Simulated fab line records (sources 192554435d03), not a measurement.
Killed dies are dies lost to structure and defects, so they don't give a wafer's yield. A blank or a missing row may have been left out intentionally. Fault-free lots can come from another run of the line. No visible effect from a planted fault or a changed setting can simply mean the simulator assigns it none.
One fault seen from 2 desks :: flow n5_finfet :: every desk sees just its own numbers, and what lay behind them comes last

## THE TOOL OWNER'S DESK: cmp-03
The tool's own readings at N5_BEOL_M2_CMP_52 (polishes, stops on SiOC, t overpolish 6.8 s, target thk 40 nm): means of the sampled wafers that have a number, for each lot that ran on this tool. Any lot whose mean is over 4 standard deviations away from the usual mean is out of limits and marked OUT; that distance is given in the brackets.
Columns: A = barrier_field_endpoint_s at N5_BEOL_M2_CMP_52, usual 24.8 s; B = motor_current_A at N5_BEOL_M2_CMP_52, usual 6.1 A; C = overpolish_run_s at N5_BEOL_M2_CMP_52, usual 6.799 s; D = time_to_endpoint_s at N5_BEOL_M2_CMP_52, usual 62 s
lot: L249
first seen here: day 7 18:18
A: 24.0
B: 7.0
C: 6.800
D: 55

lot: L256
first seen here: day 9 08:29
A: 17.0 (-10) OUT
B: 6.4
C: 6.799
D: 41 (-4.7) OUT

lot: L260
first seen here: day 10 12:10
A: 21.1 (-4.7) OUT
B: 6.4
C: 6.799
D: 49
This desk's verdict: out of limits on L256, L260, starting with L256 at day 9 08:29 (barrier_field_endpoint_s at N5_BEOL_M2_CMP_52). L249 stayed within limits.

## FROM THE METROLOGY DESK
What the gauges read for every lot (on any tool): the sampled wafers with a number, averaged. Any lot whose mean is over 4 standard deviations away from the usual mean is out of limits and marked OUT; that distance is given in the brackets. Only the readings that lie furthest out on some lot appear, 7 of the 10 it has.
Columns: A = IOFF_N at N5_BEOL_M4_RC_MEAS_101, usual 0.15 nA/um; B = IOFF_P at N5_BEOL_M4_RC_MEAS_101, usual 0.19 nA/um; C = ION_N at N5_BEOL_M4_RC_MEAS_101, usual 677 uA/um; D = ION_P at N5_BEOL_M4_RC_MEAS_101, usual 462 uA/um; E = SS_P at N5_BEOL_M4_RC_MEAS_101, usual 72.9 mV/dec; F = VT_N at N5_BEOL_M4_RC_MEAS_101, usual 250 mV; G = VT_P at N5_BEOL_M4_RC_MEAS_101, usual -251 mV
lot: L248
first seen here: day 8 15:29
A: 0.18
B: 0.17
C: 675
D: 450
E: 73.2
F: 250
G: -256

lot: L249
first seen here: day 8 15:54
A: 0.13
B: 0.19
C: 678
D: 473
E: 72.6
F: 251
G: -250

lot: L256
first seen here: day 10 10:04
A: 0.16
B: 0.21
C: 670
D: 464
E: 72.7
F: 247
G: -248

lot: L258
first seen here: day 10 15:20
A: 0.14
B: 0.20
C: 662
D: 455
E: 72.9
F: 248
G: -251

lot: L260
first seen here: day 11 18:20
A: 0.16
B: 0.22
C: 690
D: 476
E: 72.3
F: 247
G: -249

lot: L265
first seen here: day 12 05:58
A: 0.12
B: 0.15
C: 671
D: 459
E: 72.5
F: 252
G: -253

lot: L264
first seen here: day 12 14:50
A: 0.17
B: 0.22
C: 670
D: 464
E: 73.3
F: 250
G: -248

lot: L266
first seen here: day 12 19:44
A: 0.14
B: 0.18
C: 677
D: 461
E: 72.9
F: 252
G: -252

lot: L269
first seen here: day 13 15:49
A: 0.23
B: 0.26
C: 706
D: 479
E: 74.0
F: 244
G: -246

lot: L270
first seen here: day 14 15:19
A: 0.14
B: 0.22
C: 679
D: 471
E: 72.6
F: 252
G: -245
This desk's verdict: no lot among the 10 shows anything out of limits.

## PUT TOGETHER
On L256, L260, at day 9 08:29, an alarm was possible from the tool owner's desk.
From the metrology desk's view, nothing was out of limits.
The metrology desk holds a record of L256, L260, inside its limits.
The lots listed all ran N5_BEOL_M2_CMP_52 on cmp-03.

## WHAT THE SIMULATOR HAD INSERTED
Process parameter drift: cmp-03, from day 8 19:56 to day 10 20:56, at N5_BEOL_M2_CMP_52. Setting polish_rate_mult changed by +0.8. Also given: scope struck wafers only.
Shown lots that were struck: L256, L260.
How many hours passed from the start of the fault until each desk's first out-of-limits reading: the tool owner's desk, 13.
